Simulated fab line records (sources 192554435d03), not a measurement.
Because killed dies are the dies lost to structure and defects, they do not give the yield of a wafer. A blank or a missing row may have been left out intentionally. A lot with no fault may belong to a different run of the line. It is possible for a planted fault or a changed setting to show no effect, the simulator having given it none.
Problem report in the 8D (eight disciplines) form, filled by code + flow n5_finfet + the parts of the form that need people (team, actions taken, sign-off) are left out

== 1. PROBLEM STATEMENT ==
N5_BEOL_M4_CMP_52, barrier_field_endpoint_s: mean 31.5 s on 2 wafers (1 lot); fault-free wafers 24.5 s, standard deviation 0.61. That puts it +11 standard deviations away from the usual mean.
The step: polishes, stops on SiOC, t overpolish 6.8 s, target thk 40 nm.
First observed at day 12 05:33: wafer L233.4, on cmp-04. Wafers with a number at this step in the record: 27, from 9 lots. The rule behind "out" and "out of limits": a value lying over 4 standard deviations away from the usual mean. The rest of the wafers with a number are treated as sound.

== 2. WHAT IT IS; WHAT IT IS NOT ==
| question                    | is                       | is not                                                              |
|-----------------------------|--------------------------|---------------------------------------------------------------------|
| which readings at this step | barrier_field_endpoint_s | clearing_platen_down_force_psi, motor_current_A, slurry_flow_ml_min |
| which lots                  | L233                     | L216, L217, L218, L221, L224, L225, L226, L238                      |
| which wafers of those lots  | L233.4, L233.6           | L233.3                                                              |
| read on which tools         | cmp-04                   | cmp-02, cmp-03                                                      |
| when                        | from day 12 05:33        | up to then (22 sound wafers); but 3 sound wafers of L238 came after |

== 3. THE SUSPECTS, EACH WITH WHAT RULES IT OUT ==
Counting: any tool at a process step up to the reading remains a suspect provided it ran every lot that is out. Sound lots after the first of them don't rule it out here, since some wafers of a struck lot are sound.
- pecvd-01 at N5_BEOL_M4_PECVD_72 (deposits SiO2 from TEOS/O2, target thk 16 nm, time 18 s): kept. L233, the lot that is out, went through it at day 11 20:07; up to then, the latest sound lot through it was L225 at day 9 23:56.
- pvd_sputter-02 at N5_BEOL_M4_ANNEAL_80 (time 240 s): kept. L233, the lot that is out, went through it at day 12 03:34; up to then, the latest sound lot through it was L225 at day 10 15:19.
- pvd_sputter-02 at N5_BEOL_M4_ANNEAL_82 (time 240 s): kept. L233, the lot that is out, went through it at day 12 03:47; up to then, the latest sound lot through it was L225 at day 10 15:32.
- rtp_anneal-01 at N5_BEOL_M4_ANNEAL_51 (time 90 s): kept. L233, the lot that is out, went through it at day 12 05:20; up to then, the latest sound lot through it was L225 at day 10 17:01.
- cmp-04 at N5_BEOL_M4_CMP_52 (polishes, stops on SiOC, t overpolish 6.8 s, target thk 40 nm): kept. L233, the lot that is out, went through it at day 12 05:33; up to then, the latest sound lot through it was L225 at day 10 17:20. Out on those wafers are its own readings of barrier_field_endpoint_s.
Left after counting: pecvd-01 at N5_BEOL_M4_PECVD_72, pvd_sputter-02 at N5_BEOL_M4_ANNEAL_80, pvd_sputter-02 at N5_BEOL_M4_ANNEAL_82, rtp_anneal-01 at N5_BEOL_M4_ANNEAL_51, cmp-04 at N5_BEOL_M4_CMP_52.

== 4. THE CAUSE (what the simulator had put in) ==
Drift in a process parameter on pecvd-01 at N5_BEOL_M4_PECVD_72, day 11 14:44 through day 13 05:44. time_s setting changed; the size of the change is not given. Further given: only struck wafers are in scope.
5 suspects survive the count, and this tool is in that group.

== 5. SEQUENCE OF EFFECTS, ordered by route ==
Rows list readings where the struck wafers' mean (over those with a number) sits beyond 3 standard deviations from the usual. Only readings whose record carries a usual standard deviation are examined. hours: median over the lots of the time between each lot's start at the first step of this table that gives one and its start at this step. sigmas: the change, counted in usual standard deviations.
| hours | step              | reading                  | usual  | on struck wafers | change | sigmas |
|-------|-------------------|--------------------------|--------|------------------|--------|--------|
| 0     | N5_BEOL_M4_CMP_52 | barrier_field_endpoint_s | 24.5 s | 31.5             | +7.0   | +11    |
Here are the process steps it includes:
- N5_BEOL_M4_CMP_52: polishes, stops on SiOC, t overpolish 6.8 s, target thk 40 nm.
Later steps that measure or inspect, where all struck wafers having a row at the step show a number for every such reading and not one has moved that far: N5_BEOL_M4_RC_MEAS_101.

== 6. HOW IT WOULD HAVE BEEN CAUGHT EARLIER ==
The fault began at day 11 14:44; the first out-of-limits reading in this record came at day 12 05:33, 15 hours later.
Tool readings at N5_BEOL_M4_PECVD_72 with a usual standard deviation given in the record: none out on any struck wafer, hence no alarm at a limit of 4 standard deviations on them.
Lots out: 1; all had begun N5_BEOL_M4_PECVD_72 on pecvd-01 by day 12 05:33. Had the tool been put on hold then, not one of them would have been saved.
